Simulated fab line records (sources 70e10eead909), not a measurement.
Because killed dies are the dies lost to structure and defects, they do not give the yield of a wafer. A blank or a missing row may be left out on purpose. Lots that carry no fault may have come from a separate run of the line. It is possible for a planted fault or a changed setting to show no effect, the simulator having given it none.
The tool behind it: which one? + flow nand_harc + route of 1302 steps, sampled at 1 step: 6 lots, 18 wafers

WHAT EACH GAUGE READ, for each wafer
NHARC_P_M0_OVL_MEAS_10: pitch 180 nm.
| lot  | measured     | on         | overlay_x_nm (nm) |
|------|--------------|------------|-------------------|
| L780 | day 7 11:58  | overlay-01 | 0.2 0.0 0.0       |
| L783 | day 8 14:06  | overlay-01 | -0.2 -0.4 -0.6    |
| L786 | day 9 21:41  | overlay-01 | 0.1 -0.3 0.1      |
| L791 | day 12 01:17 | overlay-01 | -1.4 -1.5 -1.8    |
| L797 | day 14 14:15 | overlay-01 | -2.1 -0.9 -1.8    |
| L800 | day 15 13:39 | overlay-02 | -1.6 -0.7 -1.2    |

EACH LOT AND THE TOOL THAT RAN IT (in order: tool; ch and the chambers of the sampled wafers; start)
The record shows no process step preceding these readings.

THE ANSWER, worked out from the rows above alone
Rule: the usual values come from the lots themselves. The widest of any qualifying gaps counts: lots, ordered by their means at a reading, are off when they make up no more than a third of the lots, leave a main group of 4 or more, and stand apart from it by 3 or more times the standard deviation of that group's means. A main group is skipped when, at the precision printed for the reading in the tables above, its means are all equal. A lot without any number at a reading at which 4 lots or more have one is off too. Any other lot the step has rows for is counted as sound.
No lot is off on any of the readings shown, so nothing can be concluded from this.

WHAT WAS PUT IN BY THE SIMULATOR
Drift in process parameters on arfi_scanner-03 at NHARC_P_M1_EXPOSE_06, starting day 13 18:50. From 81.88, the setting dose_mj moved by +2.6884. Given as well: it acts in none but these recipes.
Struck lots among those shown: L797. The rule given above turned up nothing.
